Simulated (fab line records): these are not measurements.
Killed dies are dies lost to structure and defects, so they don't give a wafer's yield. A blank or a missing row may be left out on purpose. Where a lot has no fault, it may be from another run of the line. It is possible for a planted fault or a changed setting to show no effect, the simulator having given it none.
Commonality check across tools ; flow n5_finfet ; Lots sampled 10, wafers sampled 30

## WHAT PROMPTED THE OPENING
Flagged at N5_STI_FIN_REVEAL_INSPECT_13: reading raw_defect_count, on 2 of 10 lots. Wafers without a fault read 13, standard deviation 5.3.
Rule: a lot gets a flag if all its wafers with a number sit over 4 standard deviations from that mean, or if no wafer of it has a number. The other lots count as sound.

lot;measured;on;raw_defect_count, wafer by wafer;flag
L159;day 3 01:06;defect_inspect-01;9 10 11;
L160;day 3 07:20;defect_inspect-01;27 11 11;
L162;day 3 21:12;defect_inspect-01;11 8 13;
L164;day 4 10:32;defect_inspect-02;9 10 11;
L165;day 4 13:55;defect_inspect-02;9 14 21;
L166;day 4 19:32;defect_inspect-02;13 9 6;
L167;day 5 02:37;defect_inspect-02;7 13 11;
L175;day 7 04:28;defect_inspect-02;506 508 505;FLAGGED
L177;day 7 16:25;defect_inspect-02;503 507 522;FLAGGED
L180;day 8 07:10;defect_inspect-02;31 10 13;
The numbers of the flagged lots are 508 on average: +496 against the usual, or +93 standard deviations.

## LOT BY LOT: THE TOOL USED
The record holds 2 process steps before the reading, out of a route of 1938 steps. Cell contents, in order: the tool; ch with the chambers the sampled wafers went through; the start.
lot;flag;N5_FIN_CUT_STRIP_24;N5_STI_FIN_REVEAL_PRECLEAN_26
L159;;rie_diel-01 ch 2,3, day 2 15:53;wet_bench-06 ch 0,1,4, day 2 22:14
L160;;rie_diel-01 ch 2,3, day 2 21:23;wet_bench-05 ch 0,1,4, day 3 04:29
L162;;rie_diel-02 ch 0,1,3, day 3 10:50;wet_bench-05 ch 2,3,5, day 3 18:21
L164;;rie_diel-02 ch 0,2,3, day 4 00:18;wet_bench-06 ch 1,2,6, day 4 07:40
L165;;rie_diel-01 ch 1,2, day 4 04:41;wet_bench-05 ch 1,2,7, day 4 11:04
L166;;rie_diel-02 ch 0,2,3, day 4 10:14;wet_bench-05 ch 1,2,7, day 4 16:40
L167;;rie_diel-01 ch 1,2,3, day 4 16:10;wet_bench-06 ch 2,4,5, day 4 23:45
L175;FLAGGED;rie_diel-01 ch 0,1,2, day 6 16:16;wet_bench-06 ch 2,5,7, day 6 22:57
L177;FLAGGED;rie_diel-02 ch 2,3, day 7 06:14;wet_bench-06 ch 1,3,6, day 7 13:34
L180;;rie_diel-04 ch 0,1,3, day 7 21:16;wet_bench-05 ch 3,4,6, day 8 04:19
These steps, and what they do:
- N5_FIN_CUT_STRIP_24: strips in CF4.
- N5_STI_FIN_REVEAL_PRECLEAN_26: cleans in SC1, time 45 s.
- N5_STI_FIN_REVEAL_INSPECT_13: inspects for defects (darkfield).

## FLAGGED AGAINST TOTAL, ONE TOOL AT A TIME (gauges that did the reading follow at the end)
step;tool;lots run;flagged;share of the flagged lots;sound lots run after its first flagged lot
N5_FIN_CUT_STRIP_24;rie_diel-01;5;1;some;0
N5_FIN_CUT_STRIP_24;rie_diel-02;4;1;some;0
N5_FIN_CUT_STRIP_24;rie_diel-04;1;0;none;-
N5_STI_FIN_REVEAL_PRECLEAN_26;wet_bench-05;5;0;none;-
N5_STI_FIN_REVEAL_PRECLEAN_26;wet_bench-06;5;2;all;0
N5_STI_FIN_REVEAL_INSPECT_13;defect_inspect-01;3;0;none;-
N5_STI_FIN_REVEAL_INSPECT_13;defect_inspect-02;7;2;all;1 (L180)

## WHAT IS ALLOWED BY THE TABLE
Table rows that saw every flagged lot: 2, namely wet_bench-06 at N5_STI_FIN_REVEAL_PRECLEAN_26 and defect_inspect-02 at N5_STI_FIN_REVEAL_INSPECT_13.
- wet_bench-06 at N5_STI_FIN_REVEAL_PRECLEAN_26: 2 of its 5 lots flagged. Its last sound lot is L167 (day 4 23:45), its first flagged lot L175 (day 6 22:57): a fault that began between those two fits.
- defect_inspect-02 at N5_STI_FIN_REVEAL_INSPECT_13: 2 of its 7 lots flagged. Lots that were sound ran on it after the first flagged one (L180); a persistent fault on the entire tool would not allow that.
One tool is left: wet_bench-06 at N5_STI_FIN_REVEAL_PRECLEAN_26.

## WHAT WAS PUT IN BY THE SIMULATOR
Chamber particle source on wet_bench-06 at N5_STI_FIN_REVEAL_PRECLEAN_26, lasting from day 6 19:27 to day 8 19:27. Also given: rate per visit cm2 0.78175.
Lots struck among those shown: L175, L177. The rule above reached the same finding.
